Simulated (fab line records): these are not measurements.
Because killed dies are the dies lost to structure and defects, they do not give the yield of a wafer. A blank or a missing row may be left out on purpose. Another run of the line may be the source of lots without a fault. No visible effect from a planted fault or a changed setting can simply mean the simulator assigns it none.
Which tool did it? :: flow nand_harc :: Sampling: 12 lots, 36 wafers, 3 of 1159 route steps

## WHAT THE GAUGES READ, wafer by wafer
NHARC_A_CONTACT_INSPECT_44.
lot: L076
measured: day 16 04:24
on: defect_inspect-01
raw_defect_count: 15 21 16

lot: L077
measured: day 16 15:26
on: defect_inspect-02
raw_defect_count: 10 9 7

lot: L079
measured: day 17 18:50
on: defect_inspect-01
raw_defect_count: 12 7 7

lot: L080
measured: day 17 16:17
on: defect_inspect-02
raw_defect_count: 12 11 12

lot: L083
measured: day 18 08:53
on: defect_inspect-02
raw_defect_count: 35 31 37

lot: L088
measured: day 19 03:48
on: defect_inspect-02
raw_defect_count: 25 24 30

lot: L089
measured: day 19 17:05
on: defect_inspect-01
raw_defect_count: 27 25 23

lot: L085
measured: day 19 18:49
on: defect_inspect-02
raw_defect_count: 16 12 13

lot: L091
measured: day 20 10:54
on: defect_inspect-01
raw_defect_count: 10 10 10

lot: L093
measured: day 20 23:52
on: defect_inspect-02
raw_defect_count: 28 26 29

lot: L095
measured: day 21 18:04
on: defect_inspect-01
raw_defect_count: 44 49 48

lot: L094
measured: day 22 01:28
on: defect_inspect-01
raw_defect_count: 54 62 45

## EACH LOT AND THE TOOL THAT RAN IT (in order: tool; ch and the chambers of the sampled wafers; start)
lot: L076
NHARC_A_WL_FILL_ETCHBACK_05: rie_metal-02 ch 0,1, day 14 22:53
NHARC_A_CONTACT_DEP_29: pecvd-02 ch 0,1,2, day 16 03:34

lot: L077
NHARC_A_WL_FILL_ETCHBACK_05: rie_metal-02 ch 0,1, day 15 10:59
NHARC_A_CONTACT_DEP_29: pecvd-02 ch 1,2, day 16 14:36

lot: L079
NHARC_A_WL_FILL_ETCHBACK_05: rie_metal-03 ch 1, day 16 05:34
NHARC_A_CONTACT_DEP_29: pecvd-02 ch 1,2, day 17 17:59

lot: L080
NHARC_A_WL_FILL_ETCHBACK_05: rie_metal-03 ch 0,1, day 16 08:26
NHARC_A_CONTACT_DEP_29: pecvd-03 ch 0,1, day 17 15:35

lot: L083
NHARC_A_WL_FILL_ETCHBACK_05: rie_metal-03 ch 0,1, day 17 06:49
NHARC_A_CONTACT_DEP_29: pecvd-01 ch 0,1, day 18 08:04

lot: L088
NHARC_A_WL_FILL_ETCHBACK_05: rie_metal-02 ch 0,1, day 17 22:22
NHARC_A_CONTACT_DEP_29: pecvd-02 ch 0,1, day 19 02:55

lot: L089
NHARC_A_WL_FILL_ETCHBACK_05: rie_metal-02 ch 0,1, day 18 07:20
NHARC_A_CONTACT_DEP_29: pecvd-03 ch 0,1,2, day 19 16:17

lot: L085
NHARC_A_WL_FILL_ETCHBACK_05: rie_metal-01 ch 0,1, day 18 12:41
NHARC_A_CONTACT_DEP_29: pecvd-02 ch 1,2, day 19 17:58

lot: L091
NHARC_A_WL_FILL_ETCHBACK_05: rie_metal-03 ch 0,1, day 19 05:49
NHARC_A_CONTACT_DEP_29: pecvd-02 ch 0,1, day 20 10:05

lot: L093
NHARC_A_WL_FILL_ETCHBACK_05: rie_metal-01 ch 0,1, day 19 17:20
NHARC_A_CONTACT_DEP_29: pecvd-02 ch 0,1,2, day 20 23:01

lot: L095
NHARC_A_WL_FILL_ETCHBACK_05: rie_metal-01 ch 0,1, day 20 15:10
NHARC_A_CONTACT_DEP_29: pecvd-02 ch 1,2, day 21 17:21

lot: L094
NHARC_A_WL_FILL_ETCHBACK_05: rie_metal-02 ch 0,1, day 20 18:09
NHARC_A_CONTACT_DEP_29: pecvd-03 ch 0,1,2, day 22 00:46
- NHARC_A_WL_FILL_ETCHBACK_05: etches the open film in Cl2/BCl3, target depth 22 nm, time 60 s.
- NHARC_A_CONTACT_DEP_29: deposits SiON, target thk 70 nm.

## THE ANSWER, worked out from the rows above alone
Rule: the usual values come from the lots themselves. The widest of any qualifying gaps counts: lots, ordered by their means at a reading, are off when they make up no more than a third of the lots, leave a main group of 4 or more, and stand apart from it by 3 or more times the standard deviation of that group's means. Not used: any main group whose means are identical at the precision the tables above print for the reading. A lot without any number at a reading at which 4 lots or more have one is off too. Any other lot the step has rows for is counted as sound.
Nothing can be told from this: no lot is off at any reading shown.

## WHAT THE SIMULATOR PUT IN
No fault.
